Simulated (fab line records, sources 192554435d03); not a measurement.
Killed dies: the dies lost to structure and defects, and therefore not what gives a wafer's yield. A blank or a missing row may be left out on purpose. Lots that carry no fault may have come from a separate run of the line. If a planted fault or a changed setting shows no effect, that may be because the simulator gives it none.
fab line records	flow n5-finfet
record lots=8	wafers=24	last-day=17
route steps=1938 shown SD_EPI_N@274 SD_EPI_P@304 BEOL_M4@1111 PASSIVATION@1936
lots with no fault: from the same line, run without faults
start-h: start of the lot's first displayed wafer, in hours after the record's first day	wait-h: time in hours since the lot's previous step	" identical to the entry in the row above	L1.1+2: one row covering several wafers at once	- no value present, or no start provided	* or withheld: withheld	< > ~ a bound
route shown NAME@n: a module of which the file shows steps, and the number in the route of the first	usual: mean/standard deviation taken from wafers without a fault	same: alike in all rows	chamber/n: place in a boat	sites: per-site readings	_std_site: standard deviation across them	_edge_site: outer sites' mean less inner sites'	radius-mm: for every site, how far away it sits from the centre of the wafer	mask NAME#n: copy n	behind: tool/chamber where the wafer was last shaped	hold: reason for holding the lot/hours on hold/outcome of the hold	device: transistor that didn't switch, given as n, p or np	end of line: tests of these same wafers at the route's end	step lacking rows: just its recipe	killed: at the first sort, the dies lost to defects and structure; wafer yield is something else	map: a wafer's dies, x killed, . not, _ none there
set.NAME: the setting that was run; set.NAME@STEP: the one run at that earlier step	model.NAME: the simulator's own value behind a step, which no gauge read
steps of the route over a sample of lots; a table a step, a row a wafer
services: the hour from which a tool's chamber was out of use, counted from the record's first day as start-h (under 0 if before that day), plus the number of hours and why
## steps
# step N5_SD_EPI_N_ETCH_34
# recipe chemistry=CF4	target=SiARC	target-depth-a=455	mask-material=CAR-ArF-block	time-s=75.8	ion-energy-ev=80	pressure-mtorr=40	source-w=545	bias-w=36	Ar_flow_sccm=100	cf4-flow-sccm=100	ends=cleared
# usual drypump-motor-current-A=5.7/0.54	etch-rf-on-time-s=75.4/1.8	oes-product-au=0.69/0.081	rf-vpp-V=184.0/1.4	showerhead-plenum-p-Torr=2.14/0.091	throttle-valve-pct=15.62/0.23
lot.wafer	tool	chamber	start-h	wait-h	drypump-motor-current-A	etch-rf-on-time-s	oes-product-au	rf-hours-counter-h	rf-vpp-V	showerhead-plenum-p-Torr	throttle-valve-pct
L834.1	rie-diel-03	1	52.38	0.0	6.3	73.9	0.62	176	184.8	2.22	15.97
L834.3	"	0	"	"	5.3	74.0	0.77	41	182.2	2.10	15.50
L834.6	"	1	"	"	6.3	74.2	0.62	-	186.1	2.22	15.99
L836.1	rie-diel-03	3	62.74	0.0	5.5	80.5	0.64	118	183.0	2.00	15.65
L836.4	"	3	"	"	5.5	79.9	0.64	-	180.7	2.00	15.64
L836.6	"	1	"	"	6.3	74.6	0.62	-	185.1	2.22	15.97
L841.3	rie-diel-04	0	91.14	0.0	6.5	76.8	0.72	46	185.5	2.27	15.39
L841.4	"	2	"	"	5.8	77.8	0.59	209	184.1	2.13	15.52
L841.5	"	2	"	"	5.8	78.0	0.59	-	182.6	2.13	15.52
L846.1	rie-diel-03	3	125.04	0.0	5.5	79.6	0.63	143	182.2	1.99	15.70
L846.2	"	1	"	"	6.4	74.9	0.60	204	185.1	2.21	16.02
L846.4	"	3	"	"	5.5	78.9	0.63	-	181.1	1.99	15.69
L847.2	rie-diel-03	3	127.08	0.0	5.5	79.4	0.62	144	182.4	1.99	15.69
L847.4	"	0	"	"	5.3	74.5	0.73	70	184.0	2.09	15.57
L847.6	"	0	"	"	5.3	74.6	0.73	-	182.4	2.09	15.58
L850.2	rie-diel-05	0	149.92	0.0	5.1	76.5	0.65	127	184.0	2.06	15.40
L850.4	"	1	"	"	5.9	74.0	0.73	73	183.6	2.10	15.76
L850.5	"	1	"	"	5.9	74.4	0.73	-	183.4	2.10	15.78
L855.2	rie-diel-04	0	179.22	0.0	6.5	75.2	0.70	81	185.3	2.26	15.46
L855.3	"	1	"	"	6.1	73.3	0.76	49	184.1	2.25	15.32
L855.4	"	3	"	"	5.9	71.9	0.86	3	186.3	2.27	15.52
L856.1	rie-diel-04	2	181.37	0.0	5.8	78.0	0.57	244	183.9	2.12	15.59
L856.4	"	1	"	"	6.1	75.1	0.75	50	186.2	2.25	15.31
L856.5	"	0	"	"	6.4	76.2	0.69	-	184.9	2.25	15.48
# step N5_SD_EPI_N_ETCH_45
# recipe chemistry=CH3F/O2	target=SiOCN	target-depth-a=60	mask-material=SOC	ion-energy-ev=60	bias-w=29	pressure-mtorr=15	source-w=410	Ar_flow_sccm=150	CH3F_flow_sccm=30	O2_flow_sccm=20
# usual drypump-motor-current-A=5.7/0.54	oes-product-au=0.80/0.093	rf-vpp-V=127.4/1.3	showerhead-plenum-p-Torr=1.99/0.089	throttle-valve-pct=23.33/0.26
lot.wafer	tool	chamber	start-h	wait-h	drypump-motor-current-A	oes-product-au	rf-hours-counter-h	rf-vpp-V	showerhead-plenum-p-Torr	throttle-valve-pct
L834.1	rie-diel-03	1	52.86	0.1	6.4	0.71	176	128.8	2.06	23.71
L834.3	"	0	"	"	5.3	0.90	41	126.2	1.95	23.30
L834.6	"	1	"	"	6.3	0.72	-	126.3	2.06	23.69
L836.1	rie-diel-03	3	63.22	0.1	5.5	0.77	118	125.1	1.85	23.43
L836.4	"	3	"	"	5.5	0.75	-	127.5	1.85	23.40
L836.6	"	1	"	"	6.3	0.71	-	127.8	2.06	23.70
L841.3	rie-diel-04	0	91.62	0.1	6.5	0.86	46	129.0	2.12	23.16
L841.4	"	2	"	"	5.7	0.70	209	126.4	1.99	23.17
L841.5	"	2	"	"	5.8	0.70	-	125.1	1.99	23.17
L846.1	rie-diel-03	3	125.52	0.1	5.5	0.74	143	126.0	1.84	23.44
L846.2	"	1	"	"	6.3	0.69	204	126.7	2.05	23.74
L846.4	"	3	"	"	5.5	0.74	-	125.1	1.84	23.45
L847.2	rie-diel-03	3	127.57	0.1	5.5	0.74	144	126.5	1.84	23.46
L847.4	"	0	"	"	5.3	0.86	71	127.2	1.94	23.35
L847.6	"	0	"	"	5.3	0.87	-	127.8	1.94	23.33
L850.2	rie-diel-05	0	150.40	0.1	5.2	0.76	127	128.2	1.92	23.09
L850.4	"	1	"	"	5.9	0.84	73	126.7	1.94	23.45
L850.5	"	1	"	"	5.9	0.85	-	127.5	1.94	23.46
L855.2	rie-diel-04	0	179.70	0.1	6.4	0.81	81	126.7	2.11	23.22
L855.3	"	1	"	"	6.1	0.89	50	127.3	2.10	22.88
L855.4	"	3	"	"	6.0	0.97	3	130.7	2.12	23.33
L856.1	rie-diel-04	2	181.85	0.1	5.8	0.68	244	125.7	1.97	23.22
L856.4	"	1	"	"	6.1	0.87	51	128.8	2.10	22.87
L856.5	"	0	"	"	6.5	0.81	-	128.9	2.11	23.20
# step N5_SD_EPI_N_INSPECT_26
# recipe inspect-instrument=darkfield	mode=post-epi
# usual raw-defect-count=201/42
lot.wafer	tool	chamber	start-h	wait-h	raw-defect-count
L834.1	defect-inspect-01	-	56.69	0.1	246
L834.3	"	-	"	"	198
L834.6	"	-	"	"	216
L836.1	defect-inspect-02	-	66.65	0.1	205
L836.4	"	-	"	"	264
L836.6	"	-	"	"	163
L841.3	defect-inspect-02	-	98.10	0.1	188
L841.4	"	-	"	"	239
L841.5	"	-	"	"	198
L846.1	defect-inspect-02	-	129.91	0.1	1139
L846.2	"	-	"	"	277
L846.4	"	-	"	"	1175
L847.2	defect-inspect-01	-	131.73	0.1	1086
L847.4	"	-	"	"	181
L847.6	"	-	"	"	142
L850.2	defect-inspect-02	-	153.83	0.1	148
L850.4	"	-	"	"	143
L850.5	"	-	"	"	213
L856.1	defect-inspect-02	-	187.39	0.1	171
L856.4	"	-	"	"	199
L856.5	"	-	"	"	200
L855.2	defect-inspect-02	-	187.60	0.1	220
L855.3	"	-	"	"	194
L855.4	"	-	"	"	210
# step N5_SD_EPI_P_OVL_MEAS_10
# recipe points-per-wafer=44
# usual SD_P_BLK_OVL=0.3/0.63
lot.wafer	tool	chamber	start-h	wait-h	SD_P_BLK_OVL[nm]
L834.1	overlay-01	0	56.99	0.0	0.2
L834.3	"	0	"	"	0.0
L834.6	"	0	"	"	0.5
L836.1	overlay-01	0	67.08	0.0	0.8
L836.4	"	0	"	"	0.7
L836.6	"	0	"	"	1.0
L841.3	overlay-02	0	98.53	0.0	-0.2
L841.4	"	0	"	"	-0.7
L841.5	"	0	"	"	-0.4
L846.1	overlay-02	0	130.22	0.0	0.1
L846.2	"	0	"	"	0.0
L846.4	"	0	"	"	-0.6
L847.2	overlay-02	0	132.04	0.0	0.9
L847.4	"	0	"	"	1.4
L847.6	"	0	"	"	1.3
L850.2	overlay-02	0	154.13	0.0	0.2
L850.4	"	0	"	"	0.6
L850.5	"	0	"	"	0.6
L856.1	overlay-02	0	187.82	0.0	1.0
L856.4	"	0	"	"	-0.3
L856.5	"	0	"	"	-0.5
L855.2	overlay-02	0	188.03	0.0	0.1
L855.3	"	0	"	"	0.0
L855.4	"	0	"	"	0.7
# step N5_SD_EPI_P_INSPECT_11
# recipe mode=adi	inspect-instrument=macro
# usual raw-defect-count=2.1/1.5
lot.wafer	tool	chamber	start-h	wait-h	raw-defect-count
L834.1	defect-inspect-02	-	57.02	0.0	6
L834.3	"	-	"	"	2
L834.6	"	-	"	"	2
L836.1	defect-inspect-01	-	67.10	0.0	1
L836.4	"	-	"	"	2
L836.6	"	-	"	"	3
L841.3	defect-inspect-02	-	98.55	0.0	1
L841.4	"	-	"	"	0
L841.5	"	-	"	"	1
L846.1	defect-inspect-02	-	130.24	0.0	>300
L846.2	"	-	"	"	1
L846.4	"	-	"	"	>300
L847.2	defect-inspect-02	-	132.06	0.0	>300
L847.4	"	-	"	"	0
L847.6	"	-	"	"	5
L850.2	defect-inspect-01	-	154.16	0.0	3
L850.4	"	-	"	"	1
L850.5	"	-	"	"	3
L856.1	defect-inspect-01	-	187.84	0.0	3
L856.4	"	-	"	"	1
L856.5	"	-	"	"	2
L855.2	defect-inspect-01	-	188.06	0.0	4
L855.3	"	-	"	"	3
L855.4	"	-	"	"	0
# step N5_SD_EPI_P_DESCUM_14
# recipe chemistry=O2	time-s=7.9	source-power-w=50	bias-power-w=20	pressure-mtorr=20	rf-frequency-hz=2.712e+07	temp-c=40	resist=CAR-ArF-block	o2-flow-sccm=225
# usual drypump-motor-current-A=5.8/0.42	oes-product-au=0.78/0.074	rf-vpp-V=243.1/1.2	showerhead-plenum-p-Torr=2.08/0.056	temp-c=39.99/0.12	throttle-valve-pct=20.46/0.27
# same time-s=7.9
lot.wafer	tool	chamber	start-h	wait-h	drypump-motor-current-A	oes-product-au	rf-hours-counter-h	rf-vpp-V	showerhead-plenum-p-Torr	temp-c	throttle-valve-pct
L834.1	rie-diel-02	1	57.05	0.0	5.8	0.72	212	242.2	2.05	39.89	20.79
L834.3	"	0	"	"	5.0	0.97	3	242.6	2.05	39.94	20.27
L834.6	"	0	"	"	5.0	0.97	-	243.2	2.05	40.08	20.27
L836.1	rie-diel-06	0	67.13	0.0	5.6	0.70	218	243.0	2.09	39.99	21.00
L836.4	"	3	"	"	5.2	0.76	170	245.5	2.17	40.08	20.60
L836.6	"	1	"	"	5.5	0.77	-	241.5	2.11	39.94	19.99
L841.3	rie-diel-01	3	98.58	0.0	6.2	0.78	114	241.3	2.04	39.92	20.42
L841.4	"	1	"	"	5.4	0.78	-	241.6	1.99	40.17	20.07
L841.5	"	0	"	"	6.3	0.68	-	242.7	2.06	40.27	20.40
L846.1	rie-diel-01	3	130.27	0.0	6.2	0.77	127	242.1	2.03	39.99	20.45
L846.2	"	1	"	"	5.4	0.77	147	242.0	1.99	39.75	20.08
L846.4	"	2	"	"	5.8	0.80	-	244.0	2.12	40.06	20.54
L847.2	rie-diel-02	2	132.15	0.1	6.0	0.74	144	244.6	2.17	39.98	20.54
L847.4	"	2	"	"	6.0	0.74	-	243.5	2.17	40.15	20.54
L847.6	"	3	"	"	6.3	0.87	-	242.7	2.11	40.06	20.36
L850.2	rie-diel-01	3	154.19	0.0	6.2	0.76	139	242.8	2.03	39.95	20.45
L850.4	"	3	"	"	6.2	0.76	-	240.8	2.03	40.01	20.45
L850.5	"	1	"	"	5.5	0.75	-	242.3	1.98	39.99	20.10
L856.1	rie-diel-01	3	187.87	0.0	6.2	0.75	152	240.8	2.02	39.98	20.48
L856.4	"	2	"	"	5.9	0.78	163	242.8	2.11	40.10	20.58
L856.5	"	0	"	"	6.3	0.98	-	241.5	2.05	40.02	20.01
L855.2	rie-diel-02	3	188.09	0.0	6.3	0.83	75	243.8	2.11	40.13	20.40
L855.3	"	1	"	"	5.8	0.69	244	243.2	2.04	40.02	20.83
L855.4	"	0	"	"	5.0	0.87	48	243.8	2.03	40.13	20.33
# step N5_BEOL_M4_RC_MEAS_101
# usual DIBL_N=35.3/1.5	DIBL_P=35.3/1.9	IOFF_N=0.145/0.027	IOFF_P=0.20/0.033	ION_N=670/12	ION_P=462/6.8	SS_N=71.3/0.6	SS_P=73.1/0.7	VT_N=251/3.4	VT_P=-251/3.2
lot.wafer	tool	chamber	start-h	wait-h	DIBL_N[mV/V]	DIBL_P[mV/V]	IOFF_N[nA/um]	IOFF_P[nA/um]	ION_N[uA/um]	ION_P[uA/um]	SS_N[mV/dec]	SS_P[mV/dec]	VT_N[mV]	VT_P[mV]
L834.1	prober-02	0	182.71	0.0	35.3	35.0	0.147	0.18	670	456	71.7	72.2	248	-254
L834.3	"	0	"	"	33.1	32.6	0.115	0.16	664	458	70.6	72.7	254	-252
L834.6	"	0	"	"	35.4	35.4	0.157	0.20	679	466	70.9	72.6	248	-247
L836.1	prober-02	0	192.03	0.0	33.6	35.7	0.140	0.19	675	461	70.7	74.2	247	-252
L836.4	"	0	"	"	36.0	38.2	0.180	0.24	683	466	71.5	73.6	245	-249
L836.6	"	0	"	"	35.5	37.7	0.182	0.22	686	462	71.5	74.4	246	-248
L841.3	prober-01	0	222.77	0.3	34.0	34.3	0.135	0.19	681	471	70.8	72.8	251	-250
L841.4	"	0	"	"	35.1	34.7	0.151	0.20	682	466	70.5	72.7	246	-248
L841.5	"	0	"	"	34.4	34.0	0.135	0.19	681	467	70.9	71.7	252	-250
L846.1	prober-02	0	253.58	0.0	38.1	38.5	0.190	0.24	674	465	71.6	74.1	246	-246
L846.2	"	0	"	"	34.4	35.4	0.132	0.20	662	463	70.5	73.4	251	-251
L846.4	"	0	"	"	34.9	35.4	0.134	0.20	651	452	72.0	72.8	250	-250
L847.2	prober-02	0	262.70	0.2	35.4	36.4	0.139	0.19	662	460	71.7	73.9	252	-250
L847.4	"	0	"	"	33.1	33.2	0.101	0.15	649	449	71.2	72.4	256	-253
L847.6	"	0	"	"	32.8	33.1	0.107	0.15	663	449	71.0	72.7	256	-255
L850.2	prober-01	0	277.69	0.2	33.4	31.0	0.119	0.16	656	459	70.7	72.1	255	-252
L850.4	"	0	"	"	37.6	36.8	0.200	0.24	695	468	72.2	73.1	247	-248
L850.5	"	0	"	"	37.0	36.0	0.192	0.23	694	466	71.7	73.6	245	-247
L855.2	prober-01	0	304.26	0.2	36.1	34.9	0.148	0.18	668	454	71.4	73.0	251	-255
L855.3	"	0	"	"	36.3	35.3	0.159	0.19	676	462	71.4	73.0	248	-253
L855.4	"	0	"	"	35.4	35.1	0.150	0.19	662	461	71.5	73.4	247	-252
L856.1	prober-02	0	307.25	0.0	36.9	37.1	0.151	0.21	667	460	71.1	73.5	248	-249
L856.4	"	0	"	"	35.1	34.1	0.120	0.18	663	465	71.8	72.4	254	-250
L856.5	"	0	"	"	37.1	36.7	0.148	0.22	658	456	71.5	73.8	250	-248
# step N5_PASSIVATION_PROBE_49
# usual defect-limited-yield=91.2/1.5	killed_at_M0_to_M3=34/11	killed_at_M4_up=14/5.4	killed-at-contacts=12/5.9	killed-at-front-end=40/12	killed-at-other=4/3.3	killed-dies=103/18	killed-open=68/13	killed-short=34/7.5	sort_bin_5_function=5.1/1	sort_bin_6_memory=3.3/0.7	sort-n-pass=1076/18	sort-yield-pct=91.2/1.5
# same gross-dies=1180	killed-at-back-side=0	sort_bin_4_leakage[%]=0	sort_bin_8_speed[%]=0
lot.wafer	tool	chamber	start-h	wait-h	defect-limited-yield[%]	killed_at_M0_to_M3	killed_at_M4_up	killed-at-contacts	killed-at-front-end	killed-at-other	killed-dies	killed-open	killed-short	sort_bin_5_function[%]	sort_bin_6_memory[%]	sort-n-pass	sort-yield-pct[%]
L834.1	prober-02	-	290.33	0.0	92.7	19	5	26	36	0	86	57	28	4.3	2.7	1094	92.7
L834.3	prober-02	-	290.43	0.1	92.3	13	8	13	57	0	91	48	41	4.2	3.1	1089	92.3
L834.6	prober-02	-	290.58	0.3	93.1	12	9	11	48	2	82	56	25	4.3	2.5	1098	93.1
L836.1	prober-02	-	292.20	0.0	89.7	26	7	10	73	5	121	84	35	6.1	3.7	1059	89.7
L836.4	prober-02	-	292.35	0.2	88.1	26	7	14	91	2	140	95	44	6.1	5.4	1040	88.1
L836.6	prober-02	-	292.45	0.3	85.5	20	12	28	98	13	171	101	69	8.4	5.7	1009	85.5
L841.3	prober-02	-	328.37	0.1	93.4	20	13	11	30	4	78	49	29	3.2	3.1	1102	93.4
L841.4	prober-02	-	328.42	0.2	91.7	31	10	21	32	4	98	67	30	5.8	2.4	1082	91.7
L841.5	prober-02	-	328.47	0.2	93.0	25	8	18	30	2	83	53	30	4.2	2.6	1097	93.0
L846.1	prober-01	-	359.48	0.0	80.4	25	19	4	182	1	231	60	28	12.1	4.2	949	80.4
L846.2	prober-01	-	359.53	0.1	92.5	31	12	9	36	1	89	51	36	4.1	2.9	1091	92.5
L846.4	prober-01	-	359.63	0.2	79.5	24	28	10	177	3	242	70	30	12.7	4.3	938	79.5
L847.2	prober-02	-	361.51	0.1	80.2	36	16	14	160	8	234	73	28	12.6	4.6	946	80.2
L847.4	prober-02	-	361.61	0.2	88.5	51	17	9	54	5	136	82	54	7.2	3.8	1044	88.5
L847.6	prober-02	-	361.71	0.3	90.9	25	16	26	39	1	107	75	32	5.3	3.7	1073	90.9
# killed by level:class
L834.1 MOL_CONTACT_COAG:geometric-particle:open=23 FIN_SAQP:geometric-particle:open=8 STI_FIN_REVEAL:geometric-particle:open=7 FIN_SAQP:geometric-particle:short=6 STI_FIN_REVEAL:geometric-particle:short=5 ILD0:geometric-particle:open=3 GATE_CUT:geometric-particle:short=3 MOL_CONTACT_COAG:geometric-particle:short=3
L834.3 STI_FIN_REVEAL:geometric-particle:open=11 FIN_SAQP:geometric-particle:short=9 MOL_CONTACT_COAG:geometric-particle:open=8 GATE_CUT:geometric-particle:short=7 STI_FIN_REVEAL:geometric-particle:short=5 MOL_CONTACT_COAG:geometric-particle:short=5 FIN_SAQP:geometric-particle:open=4 BEOL_M4:geometric-particle:open=4
L834.6 FIN_SAQP:geometric-particle:open=9 DUMMY_GATE:geometric-particle:open=9 MOL_CONTACT_COAG:geometric-particle:open=8 FIN_SAQP:geometric-particle:short=6 STI_FIN_REVEAL:geometric-particle:open=6 BEOL_M0_SAQP:geometric-particle:open=4 STARTING-WAFER:geometric-particle:open=4 DUMMY_GATE:geometric-particle:short=3
L836.1 FIN_SAQP:geometric-particle:open=18 STI_FIN_REVEAL:geometric-particle:open=16 BEOL_M0_SAQP:geometric-particle:short=14 GATE_CUT:geometric-particle:short=10 MOL_CONTACT_COAG:geometric-particle:open=8 DUMMY_GATE:geometric-particle:open=7 FIN_SAQP:geometric-particle:short=6 BEOL_M2:geometric-particle:open=5
L836.4 STI_FIN_REVEAL:geometric-particle:open=28 FIN_SAQP:geometric-particle:short=18 FIN_SAQP:geometric-particle:open=16 MOL_CONTACT_COAG:geometric-particle:open=10 GATE_CUT:geometric-particle:open=9 GATE_CUT:geometric-particle:short=8 BEOL_M0_SAQP:geometric-particle:open=8 DUMMY_GATE:geometric-particle:open=4
L836.6 MOL_CONTACT_COAG:geometric-particle:open=21 STI_FIN_REVEAL:geometric-particle:open=19 GATE_CUT:geometric-particle:short=18 FIN_SAQP:geometric-particle:short=17 FIN_SAQP:geometric-particle:open=13 BEOL_M2:geometric-particle:open=8 GATE_CUT:geometric-particle:open=7 MOL_CONTACT_COAG:geometric-particle:short=7
L841.3 DUMMY_GATE:geometric-particle:open=11 BEOL_M0_SAQP:geometric-particle:short=8 MOL_CONTACT_COAG:geometric-particle:open=7 FIN_SAQP:geometric-particle:open=6 BEOL_M4:geometric-particle:open=5 STARTING-WAFER:geometric-particle:short=5 MOL_CONTACT_COAG:geometric-particle:short=4 BEOL_M8:geometric-particle:open=4
L841.4 MOL_CONTACT_COAG:geometric-particle:open=21 BEOL_M0_SAQP:geometric-particle:open=11 BEOL_M0_SAQP:geometric-particle:short=10 FIN_SAQP:geometric-particle:open=6 DUMMY_GATE:geometric-particle:open=5 FIN_SAQP:geometric-particle:short=4 BEOL_M4:geometric-particle:open=4 STARTING-WAFER:geometric-particle:open=4
L841.5 MOL_CONTACT_COAG:geometric-particle:open=12 DUMMY_GATE:geometric-particle:open=7 BEOL_M2:geometric-particle:open=7 GATE_CUT:geometric-particle:short=6 MOL_CONTACT_COAG:geometric-particle:short=6 BEOL_M0_SAQP:geometric-particle:open=5 STARTING-WAFER:geometric-particle:open=4 BEOL_M0_SAQP:geometric-particle:short=4
L846.1 SD_EPI_N:unspecified=143 BEOL_M4:geometric-particle:open=10 FIN_SAQP:geometric-particle:open=9 FIN_SAQP:geometric-particle:short=7 BEOL_M0_SAQP:geometric-particle:open=6 BEOL_M2:geometric-particle:open=6 STI_FIN_REVEAL:geometric-particle:open=4 BEOL_M0_SAQP:geometric-particle:short=4
L846.2 BEOL_M0_SAQP:geometric-particle:short=11 BEOL_M0_SAQP:geometric-particle:open=10 ILD0:geometric-particle:short=8 MOL_CONTACT_COAG:geometric-particle:open=8 FIN_SAQP:geometric-particle:open=5 FIN_SAQP:geometric-particle:short=5 STI_FIN_REVEAL:geometric-particle:open=4 BEOL_M3:geometric-particle:open=4
L846.4 SD_EPI_N:unspecified=141 BEOL_M4:geometric-particle:open=17 FIN_SAQP:geometric-particle:short=15 FIN_SAQP:geometric-particle:open=11 MOL_CONTACT_COAG:geometric-particle:open=10 BEOL_M0_SAQP:geometric-particle:open=7 BEOL_M0:geometric-particle:open=5 ILD0:geometric-particle:short=4
L847.2 SD_EPI_N:unspecified=133 BEOL_M3:geometric-particle:open=13 MOL_CONTACT_COAG:geometric-particle:open=12 BEOL_M4:geometric-particle:open=10 BEOL_M1:geometric-particle:open=7 FIN_SAQP:geometric-particle:short=6 GATE_CUT:geometric-particle:short=5 FIN_SAQP:geometric-particle:open=4
L847.4 FIN_SAQP:geometric-particle:short=24 BEOL_M4:geometric-particle:open=12 BEOL_M0_SAQP:geometric-particle:open=12 FIN_SAQP:geometric-particle:open=10 BEOL_M3:geometric-particle:open=10 MOL_CONTACT_COAG:geometric-particle:open=9 BEOL_M0_SAQP:geometric-particle:short=8 DUMMY_GATE:geometric-particle:open=6
L847.6 MOL_CONTACT_COAG:geometric-particle:open=22 STI_FIN_REVEAL:geometric-particle:open=11 FIN_SAQP:geometric-particle:open=8 BEOL_M4:geometric-particle:open=8 GATE_CUT:geometric-particle:short=6 BEOL_M0_SAQP:geometric-particle:short=6 BEOL_M3:geometric-particle:open=6 BEOL_M0_SAQP:geometric-particle:open=5
## services
tool	chamber	start-h	hours	kind
rie-diel-04	1	31.34	-	clean
rie-diel-04	1	31.34	-	consumable-replace:focus-ring
rie-diel-04	1	31.34	-	consumable-replace:showerhead
rie-diel-04	1	31.34	19.1	scheduled-down
rie-diel-04	1	31.34	19.1	vent-cycle
rie-diel-04	2	57.25	4.9	repair
rie-diel-04	3	65.65	3.0	repair
rie-diel-01	2	92.69	10.4	repair
rie-diel-05	-	93.41	0.3	repair
rie-diel-02	-	97.54	0.5	repair
rie-diel-05	3	105.12	2.2	repair
rie-diel-03	2	109.39	-	clean
rie-diel-03	2	109.39	-	consumable-replace:focus-ring
rie-diel-03	2	109.39	17.5	scheduled-down
rie-diel-03	2	109.39	17.5	vent-cycle
rie-diel-02	-	113.36	0.2	repair
rie-diel-01	0	117.13	8.1	repair
rie-diel-02	1	122.10	29.3	repair
rie-diel-06	3	134.11	4.1	repair
rie-diel-04	3	144.22	-	clean
rie-diel-04	3	144.22	-	consumable-replace:focus-ring
rie-diel-05	0	167.54	4.6	repair
rie-diel-06	-	176.96	1.2	repair
rie-diel-03	2	185.10	3.2	repair
## key
first-sign step=N5_SD_EPI_N_INSPECT_26	reading=raw-defect-count	direction=up	sigmas=22	usual=201	struck=1133
effect step=N5_SD_EPI_P_INSPECT_11	reading=raw-defect-count	direction=up	sigmas=99+	usual=2.1	struck=>300
effect step=N5_PASSIVATION_PROBE_49	reading=killed-at-front-end	direction=up	sigmas=11	usual=40	struck=173
more-kills-born-at N5_SD_EPI_N_ETCH_34@rie-diel-03=417
met-at N5_SD_EPI_N_ETCH_34
struck-lots L846,L847
struck-wafers L846.1,L846.4,L847.2
not-acting-at N5_SD_EPI_N_ETCH_45,N5_SD_EPI_P_OVL_MEAS_10,N5_SD_EPI_P_DESCUM_14
onset-between 62.74 125.04
fault kind=chamber-particle-source	tool=rie-diel-03	chamber=3	onset-h=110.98	steps=N5_SD_EPI_N_ETCH_34	rate-per-visit-cm2=1.4574	end-h=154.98
